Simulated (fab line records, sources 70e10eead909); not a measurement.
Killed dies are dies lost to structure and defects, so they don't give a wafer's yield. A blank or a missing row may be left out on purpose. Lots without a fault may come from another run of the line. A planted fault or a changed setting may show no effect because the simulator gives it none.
A struck lot beside a sound one | flow nand_harc | 14 steps out of a route of 1159
Sound: wafers L870.2, L870.4, L870.6. Struck: wafers L861.2, L861.3, L861.5. The cause comes at the end.
At each step with rows: each side's tool, then ch and its chambers, then its first start. Under that, the readings that differ: sound wafers | struck wafers | difference of the means | sigmas: that difference in standard deviations of wafers without a fault.
alike: readings whose means differ by less than 2 such deviations, and words and numbers that are the same on both sides. not compared: withheld readings, readings that some wafer has no value for, bounds like >300 that may hide the same value, and numbers for which the record gives no deviation and whose values overlap.
The two part at a step that has a row with sigmas, a row that says differs or no value, or rows on one side only. Numbers that don't overlap but have no deviation are shown without sigmas and don't part them. A reading that every wafer of one side lacks parts them only if that side has two wafers or more.

first, 1 step without rows for these wafers: NHARC_A_ONON_D1_DEP_12 (target thk 1000 nm).
NHARC_A_ONON_D1_THK_MEAS_14: measures by ellipsometry.
  sound on film_metro-01, day 12 04:23; struck on film_metro-01, day 9 17:53
  alike: thk_nm
then, 2 steps without rows for these wafers: NHARC_A_ONON_D1_ANNEAL_15 (time 3600 s); NHARC_A_ONON_D1_DEP_16 (target thk 1000 nm).
NHARC_A_ONON_D1_THK_MEAS_18: measures by ellipsometry.
  sound on film_metro-02, day 12 11:30; struck on film_metro-02, day 9 23:13
  alike: thk_nm
then, 1 step without rows for these wafers: NHARC_A_ONON_D1_DEP_19 (target thk 1000 nm).
NHARC_A_ONON_D1_THK_MEAS_21: measures by ellipsometry.
  sound on film_metro-01, day 12 12:04; struck on film_metro-02, day 9 23:47
  alike: thk_nm
then, 1 step without rows for these wafers: NHARC_A_ONON_D1_DEP_22 (target thk 1000 nm).
NHARC_A_ONON_D1_THK_MEAS_24: measures by ellipsometry.
  sound on film_metro-01, day 12 12:38; struck on film_metro-01, day 10 00:22
  alike: thk_nm
then, 1 step without rows for these wafers: NHARC_A_ONON_D1_DEP_25 (target thk 1000 nm).
NHARC_A_ONON_D1_THK_MEAS_27: measures by ellipsometry.
  sound on film_metro-01, day 12 13:12; struck on film_metro-01, day 10 00:55
  alike: thk_nm
NHARC_A_ONON_D1_DEP_28: target thk 1000 nm.
  sound on pecvd_onon-04 ch 0, day 12 13:19; struck on pecvd_onon-02 ch 0, day 10 01:02
NHARC_A_ONON_D1_THK_MEAS_30: measures by ellipsometry.
  sound on film_metro-02, day 12 13:46; struck on film_metro-01, day 10 01:29
  reading     | sound       | struck         | difference | sigmas
  thk_nm (nm) | 995 996 994 | 1094 1092 1092 | +98        | +9
NHARC_A_ONON_D1_DEP_33: deposits SiO2, target thk 200 nm.
  sound on pecvd-01 ch 0,1,2, day 12 13:53; struck on pecvd-03 ch 0,1,2, day 10 01:37
  alike: chamber_pressure_Torr, heater_power_w, throttle_valve_pct

WHERE THEY PART
Only at NHARC_A_ONON_D1_THK_MEAS_30, within this record. Later steps at which nothing parts them and some readings are alike: NHARC_A_ONON_D1_DEP_33.

WHY: what the simulator had put in
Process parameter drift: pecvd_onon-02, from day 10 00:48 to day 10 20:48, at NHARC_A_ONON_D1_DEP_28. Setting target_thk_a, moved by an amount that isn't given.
